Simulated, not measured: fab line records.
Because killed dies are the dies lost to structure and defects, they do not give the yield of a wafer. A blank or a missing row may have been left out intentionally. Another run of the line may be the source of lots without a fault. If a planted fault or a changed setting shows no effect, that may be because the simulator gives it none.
A struck lot beside a sound one ; flow n5_finfet ; 39 steps out of a route of 1938
Sound: these wafers, L297.2, L297.5, L297.6. Wafers L291.2, L291.4, L291.6 were the ones struck. The cause is given at the end.
At each step with rows: each side's tool, then ch and its chambers, then its first start. Under that, the readings that differ: sound wafers ; struck wafers ; difference of the means ; sigmas: that difference in standard deviations of wafers without a fault.
alike: a reading whose means differ by less than 2 such deviations, as well as words and numbers matching on both sides. not compared: withheld readings; readings where some wafer has no value; bounds like >300 that might hide an equal value; numbers whose values overlap and for which the record gives no deviation.
Wherever a step has rows on one side only, a row that says differs or no value, or a row with sigmas, the two part there. Numbers that have no deviation but don't overlap get no sigmas and don't part them. Lack of a reading on every wafer of one side parts them only where that side has two or more wafers.

first, 9 steps without rows for these wafers: N5_STI_FIN_REVEAL_SRD_21 (time 30 s); N5_STI_FIN_REVEAL_OXIDATION_33 (chemistry O2 PLASMA REMOTE, time 20 s); N5_STI_FIN_REVEAL_CLEAN_19 (cleans in O3/DIW, time 120 s); N5_STI_FIN_REVEAL_SRD_23 (time 30 s); N5_STI_FIN_REVEAL_PRECLEAN_18 (cleans in SC2, time 45 s); N5_STI_FIN_REVEAL_SRD_28 (time 30 s); N5_DUMMY_GATE_PRECLEAN_00 (cleans in O3/DIW, time 60 s); N5_DUMMY_GATE_SRD_01 (time 30 s); N5_DUMMY_GATE_ALD_02 (deposits SiO2, target thk 2 nm, pulse time 1 s).
N5_DUMMY_GATE_CVD_03: deposits a-Si from SiH4, target thk 150 nm, time 8042 s.
  sound on lpcvd-02 ch 1/70,1/84,1/89, day 5 14:13; struck on lpcvd-01 ch 1/70,1/79,1/89, day 4 02:12
  no value came back on the struck wafers for spike_tc_bottom_C (C), spike_tc_centre_C (C), zone_power_bottom_pct (%); on the sound wafers spike_tc_bottom_C (C) reads 557.2 557.2 557.2
then, 3 steps without rows for these wafers: N5_DUMMY_GATE_PRECLEAN_46 (cleans in DIW, time 89.5 s); N5_DUMMY_GATE_SRD_47 (dry time 32 s); N5_DUMMY_GATE_CMP_04 (polishes a-Si).
N5_DUMMY_GATE_THK_MEAS_05:
  sound on film_metro-02, day 5 18:18; struck on film_metro-02, day 4 08:01
reading;sound;struck;difference;sigmas
thk_nm (nm);74.1 73.6 72.2;2.1 2.0 2.0;-71.3;-59
then, 21 steps without rows for these wafers: N5_DUMMY_GATE_HM_DEP_06 (deposits SiNx from DCS/NH3, target thk 80 nm, time 5141 s); N5_DUMMY_GATE_PECVD_30 (deposits SiO2 from TEOS/O2, target thk 55 nm, time 10.8 s); N5_DUMMY_GATE_COAT_34 (time 60 s, resist thk 60 nm); N5_DUMMY_GATE_COAT_35 (time 60 s, resist thk 10 nm); N5_DUMMY_GATE_COAT_28 (time 60 s, resist thk 10 nm); N5_DUMMY_GATE_COAT_09 (resist thk 30 nm); N5_DUMMY_GATE_EBR_11; N5_DUMMY_GATE_SOFTBAKE_10 (time 60 s); N5_DUMMY_GATE_EXPOSE_12 (exposes mask GATE, target cd 25 nm); N5_DUMMY_GATE_PEB_13 (peb time 60 s); N5_DUMMY_GATE_DEVELOP_14 (develop time 30 s); N5_DUMMY_GATE_DESCUM_20 (chemistry O2, time 6.2 s); N5_DUMMY_GATE_ETCH_29 (etches underlayer in N2/H2, target depth 13 nm); N5_DUMMY_GATE_ETCH_36 (etches SiARC in CF4, target depth 13 nm); N5_DUMMY_GATE_ETCH_37 (etches SOC in N2/H2, target depth 60 nm, overetch 30 nm); N5_DUMMY_GATE_STRIP_38 (strips in N2/H2); N5_DUMMY_GATE_STRIP_39 (strips in N2/H2); N5_DUMMY_GATE_TRIM_49 (chemistry O2, time 29 s, target cd 14 nm); N5_DUMMY_GATE_STRIP_40 (strips in CF4); N5_DUMMY_GATE_ETCH_31 (etches SiO2 in C4F6/O2, target depth 82.5 nm, time 27.5 s); N5_DUMMY_GATE_STRIP_41 (strips in O2).
N5_DUMMY_GATE_ETCH_44: etches poly-Si in HBr/O2, stops on SiO2, target depth 127.5 nm.
  sound on rie_si-01 ch 2,3, day 5 23:40; struck on rie_si-04 ch 0,2,3, day 4 15:15
reading;sound;struck;difference;sigmas
model.DUMMY_GATE.feature_depth_nm (nm);74.2 73.6 72.2;75.8 76.2 75.2;+2.4;
  alike: drypump_motor_current_A, oes_product_au, throttle_valve_pct
  not compared: rf_hours_counter_h, model.etch.depth_nm
N5_DUMMY_GATE_CD_MEAS_24: the cd target is 15 nm.
  sound on cd_sem-01, day 5 23:47; struck on cd_sem-03, day 4 15:22
reading;sound;struck;difference;sigmas
cd_nm (nm);15.4 15.9 15.5;- - -;no value on the struck wafers;
N5_BEOL_M4_RC_MEAS_101:
  the record has rows for the sound wafers here (prober-01 ch 0, day 10 22:11) and none for the struck ones
-- record jumps: 9 days separate the struck wafers' starts on either side; left off in module BEOL_M4, taken up again in module PASSIVATION, whose first shown step is the route's number 1936 --
N5_PASSIVATION_PROBE_49:
  sound on prober-02, day 15 08:41; struck on prober-02, day 14 01:15
reading;sound;struck;difference;sigmas
defect_limited_yield (%);91.5 93.4 91.0;0 0 0;-92;-61
killed_at_M0_to_M3;40 37 35;4 9 14;-28;-3
killed_at_front_end;31 23 32;1167 1162 1153;+1132;+99 or more
killed_dies;100 78 106;1180 1180 1180;+1085;+60
killed_on_rim;11 8 16;152 152 152;+140;+40
killed_open;53 47 62;15 22 26;-33;-3
killed_short;46 30 41;9 14 11;-28;-4
sort_bin_5_function (%);5.0 3.4 4.9;75.3 72.7 73.1;+69.3;+71
sort_n_pass;1079 1102 1074;0 0 0;-1085;-57
sort_yield_pct (%);91.4 93.4 91.0;0 0 0;-92;-57
  alike: killed_at_M4_up, killed_at_contacts, killed_at_other, sort_bin_4_leakage, sort_bin_6_memory

WHERE THEY PART
Last at N5_PASSIVATION_PROBE_49 as far as this record goes, first at N5_DUMMY_GATE_CVD_03.

WHY: whatever the simulator had introduced
At N5_DUMMY_GATE_CVD_03, the step was skipped entirely on lpcvd-01 from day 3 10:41 on. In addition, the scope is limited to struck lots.
